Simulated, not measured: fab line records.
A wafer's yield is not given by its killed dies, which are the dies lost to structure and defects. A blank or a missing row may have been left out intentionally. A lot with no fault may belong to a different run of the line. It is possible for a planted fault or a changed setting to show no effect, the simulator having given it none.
Matching of chambers | flow n5Finfet | N5_BEOL_M5_STRIP_19 on rieDiel-05 has 4 sister chambers
The step strips in O2. 4 wafers are shown with their chamber, then 7 later ones without.

WAFERS, EACH WITH ITS CHAMBER
wafer  | chamber | drypumpMotorCurrentA (A)
L084.5 | 3       | 5.5
L090.6 | 1       | 5.5
L092.1 | 0       | 6.4
L092.2 | 2       | 5.7

WAFERS WHOSE CHAMBER IS MISSING
wafer  | drypumpMotorCurrentA (A)
L092.3 | 5.5
L096.2 | 5.7
L096.4 | 6.4
L096.5 | 6.4
L097.3 | 5.7
L097.4 | 5.4
L097.5 | 5.7

EACH ONE'S CHAMBER
wafer  | from the rows above     | in truth
L092.3 | can't be placed: 1 or 3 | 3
L096.2 | 2                       | 2
L096.4 | 0                       | 0
L096.5 | 0                       | 0
L097.3 | 2                       | 2
L097.4 | can't be placed: 1 or 3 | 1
L097.5 | 2                       | 2
5 of 7 placed correctly. Can't be placed from these rows: 2 (the true chamber is among the candidates in 2). 0 placed wrongly.
How it was worked out, from the rows above alone: a wafer's distance from a chamber is the root of the sum, over the readings, of the square of ((its reading less the chamber's mean) divided by the reading's scatter). The wafer belongs to the nearest chamber; if the next one is less than 2 further off, it can't be placed. The mean given for a chamber averages the wafers shown for that chamber. The scatter (one wafer shown for each chamber): square how far every hidden wafer sits from the nearest shown wafer, average those squares and take the square root.
